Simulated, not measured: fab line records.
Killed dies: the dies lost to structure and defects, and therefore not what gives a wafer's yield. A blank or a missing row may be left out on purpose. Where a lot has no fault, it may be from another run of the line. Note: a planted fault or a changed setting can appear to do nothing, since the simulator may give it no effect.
Struck lot and sound lot, side by side | flow nand-harc | 15 steps out of a route of 1159
Sound: wafers L524.1, L524.5, L524.6. The struck wafers were L521.2, L521.3, L521.4. Last of all comes the cause.
For every step that has rows: the tool of each side, followed by ch and its chambers, followed by its first start. Under that, the readings that differ: sound wafers | struck wafers | difference of the means | sigmas: that difference in standard deviations of wafers without a fault.
alike: readings whose means differ by less than 2 such deviations, and words and numbers that are the same on both sides. not compared: withheld readings, readings that some wafer has no value for, bounds like >300 that may hide the same value, and numbers for which the record gives no deviation and whose values overlap.
The two part at a step that has a row with sigmas, a row that says differs or no value, or rows on one side only. Numbers that don't overlap but have no deviation are shown without sigmas and don't part them. A reading missing from all wafers of one side parts the sides only when that side holds two or more wafers.

NHARC_A_SGD_CUT_THK_MEAS_22: measures by ellipsometry.
  sound: film-metro-01 at day 17 19:28; struck: film-metro-02 at day 16 16:07
  alike: thk-nm
then, 2 steps without rows for these wafers: NHARC_A_SGD_CUT_SRD_23; NHARC_A_SGD_CUT_ETCH_26 (etches SiO2 in dHF, target depth 45.8 nm).
NHARC_A_SGD_CUT_ETCHBACK_24: etches the open film in CH3F/O2, target depth 50 nm, time 92.857 s.
  sound on rie-diel-06 ch 2,3, day 17 19:42; struck on rie-diel-09 ch 0,2,3, day 16 16:21
  reading                         | sound          | struck         | difference | sigmas
  showerhead-plenum-p-Torr (Torr) | 2.62 2.62 2.62 | 2.34 2.37 2.32 | -0.28      | -2
  alike: drypump-motor-current-A, oes-product-au, rf-vpp-V, throttle-valve-pct
  not compared: rf-hours-counter-h
NHARC_A_SGD_CUT_STRIP_28: strips in O2, time 20 s.
  sound on rie-diel-06 ch 2,3, day 17 19:52; struck on rie-diel-09 ch 0,1,2
  reading                         | sound          | struck         | difference | sigmas
  drypump-motor-current-A (A)     | 6.0 6.5 6.0    | 5.0 5.0 5.7    | -0.9       | -2
  showerhead-plenum-p-Torr (Torr) | 3.76 3.75 3.76 | 3.44 3.36 3.41 | -0.35      | -2
  alike: oes-product-au, rf-vpp-V, throttle-valve-pct
  not compared: rf-hours-counter-h
NHARC_A_SGD_CUT_INSPECT_25:
  sound: defect-inspect-02 at day 17 19:58; struck: defect-inspect-01 at day 16 16:35
  alike: raw-defect-count
NHARC_A_SLIT_DEP_25: deposits SiO2, target thk 200 nm.
  sound on pecvd-02 ch 0,2, day 17 20:35; struck on pecvd-01 ch 0,2, day 16 16:40
  alike: heater-power-outer-w, heater-power-w, throttle-valve-pct
NHARC_A_SLIT_DEP_00: deposits aC, target thk 3200 nm.
  sound on acl-dep-02 ch 0, day 17 22:23; struck on acl-dep-03 ch 0, day 16 19:48
  alike: throttle-valve-pct
NHARC_A_SLIT_DEP_23: deposits SiON, target thk 100 nm.
  sound on pecvd-04 ch 1,2, day 18 00:22; struck on pecvd-01 ch 0,1, day 16 21:27
  alike: heater-power-outer-w, heater-power-w
then, 3 steps without rows for these wafers: NHARC_A_SLIT_DEHYDRATE_01 (time 120 s); NHARC_A_SLIT_HMDS_02 (time 30 s); NHARC_A_SLIT_COAT_03 (resist thk 90 nm).
NHARC_A_SLIT_SOFTBAKE_04: time 55 s.
  sound on litho-track-06 ch 0, day 18 00:00; struck on litho-track-04 ch 0, day 16 21:00
  reading                  | sound                | struck               | difference | sigmas
  heater-power-total-W (W) | 188.68 188.42 188.70 | 209.68 209.46 209.72 | +21.02     | +99 or more
next, for these wafers, 1 step has no rows: NHARC_A_SLIT_EBR_05.
-- break in the record here, with 5 days between the starts of the struck wafers on either side (left off in module A_SLIT, picked up again in module END, where the first step shown is number 1159 on the route) --
NHARC_END_SORT_01:
  sound on prober-01 ch 0, day 22 13:35; struck on prober-02 ch 0, day 22 04:04
  alike: killed-at-array, killed-at-other, killed-at-periphery, killed-dies, killed-open, killed-short

== WHERE THEY PART ==
First at NHARC_A_SGD_CUT_ETCHBACK_24; last, within this record, at NHARC_A_SLIT_SOFTBAKE_04. Later steps at which nothing parts them and some readings are alike: NHARC_END_SORT_01.

WHY: what had been put in by the simulator
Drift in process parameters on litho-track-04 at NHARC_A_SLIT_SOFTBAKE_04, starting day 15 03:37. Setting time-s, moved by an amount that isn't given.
